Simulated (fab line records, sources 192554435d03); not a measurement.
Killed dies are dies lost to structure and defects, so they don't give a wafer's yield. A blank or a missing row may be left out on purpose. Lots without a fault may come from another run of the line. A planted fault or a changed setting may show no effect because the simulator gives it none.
Problem report in the 8D (eight disciplines) form, filled by code | flow n5_finfet | the parts of the form that need people (team, actions taken, sign-off) are left out

1. THE PROBLEM
raw_defect_count at N5_PMOS_HMC_CHANNEL_EPI_INSPECT_30 reads a mean of 441 on 6 wafers of 2 lots; wafers without a fault read 19 with a standard deviation of 6.5. That is +65 standard deviations from the usual mean.
The step: inspects for defects (darkfield).
First seen on wafer L526.3, day 4 02:11, on defect_inspect-02. The record holds 11 wafers of 4 lots with a number at this step. Rule for "out", or "out of limits": more than 4 standard deviations from the usual mean. The other wafers with a number count as sound.

2. WHAT IT IS AND WHAT IT IS NOT
question                    | is                                   | is not
which readings at this step | raw_defect_count                     | -
which lots                  | L526, L531                           | L520, L534
which wafers of those lots  | all that have a number               | -
read on which gauges        | defect_inspect-01, defect_inspect-02 | -
when                        | from day 4 02:11                     | up to then (2 sound wafers); but 3 sound wafers of L534 came after

3. SUSPECTS, AND WHAT RULES EACH OUT
Counting: a tool at a process step up to the reading stays a suspect if it ran every lot that is out and no sound lot after the first of them.
- the gauge at N5_PMOS_HMC_CHANNEL_EPI_INSPECT_30: ruled out. The wafers that are out were read on 2 gauges (defect_inspect-01, defect_inspect-02).
- wet_bench-06 at N5_PMOS_HMC_CHANNEL_EPI_PRECLEAN_37 (cleans in O3/DIW, time 45 s): kept. It ran every lot that is out, first L526 (day 4 01:38), and no sound lot after that; its last sound lot up to then is L520 (day 2 13:38).
Left after counting: wet_bench-06 at N5_PMOS_HMC_CHANNEL_EPI_PRECLEAN_37.

4. THE CAUSE (what the simulator had put in)
Chamber particle source: wet_bench-06, from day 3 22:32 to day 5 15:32, at N5_PMOS_HMC_CHANNEL_EPI_PRECLEAN_37. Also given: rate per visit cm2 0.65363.
Counting left only this tool.

5. THE CHAIN OF EFFECTS, in route order
Each row: a reading whose mean over the struck wafers that have a number lies more than 3 standard deviations from the usual. Only readings for which the record gives a usual standard deviation are gone through. hours: the time from each lot's start at the first step in this table that gives one to its start at this step, as a median over the lots. sigmas: the change in usual standard deviations.
hours | step                               | reading              | usual  | on struck wafers | change | sigmas
0     | N5_PMOS_HMC_CHANNEL_EPI_INSPECT_30 | raw_defect_count     | 19     | 441              | +422   | +65
1     | N5_FIN_SAQP_INSPECT_18             | raw_defect_count     | 412    | 773              | +361   | +3.0
6     | N5_FIN_SAQP_INSPECT_40             | raw_defect_count     | 209    | 588              | +379   | +6.2
7     | N5_FIN_CUT_INSPECT_10              | raw_defect_count     | 38     | 460              | +422   | +45
8     | N5_FIN_CUT_INSPECT_17              | raw_defect_count     | 210    | 582              | +372   | +6.1
251   | N5_PASSIVATION_PROBE_49            | defect_limited_yield | 91.8 % | 84.0             | -7.8   | -5.2
251   | N5_PASSIVATION_PROBE_49            | killed_at_front_end  | 36     | 131              | +95    | +7.9
251   | N5_PASSIVATION_PROBE_49            | killed_dies          | 97     | 189              | +92    | +5.1
251   | N5_PASSIVATION_PROBE_49            | sort_bin_5_function  | 4.8 %  | 10.0             | +5.2   | +5.2
251   | N5_PASSIVATION_PROBE_49            | sort_n_pass          | 1083   | 991              | -92    | -5.1
251   | N5_PASSIVATION_PROBE_49            | sort_yield_pct       | 91.8 % | 84.0             | -7.8   | -5.2
The process steps in it:
- N5_PASSIVATION_PROBE_49
Later measuring or inspecting steps at which every struck wafer that the step has a row for has a number for every such reading, and none has moved that far: N5_BEOL_M4_RC_MEAS_101.

6. WHAT WOULD HAVE CAUGHT IT SOONER
In this record the first reading out of limits at a measuring or inspecting step was taken at day 4 02:11, 4 hours after the fault began at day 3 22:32.
Of the lots that are out (2), L531 began N5_PMOS_HMC_CHANNEL_EPI_PRECLEAN_37 on wet_bench-06 after day 4 02:11. A hold on the tool at that time would have spared it.
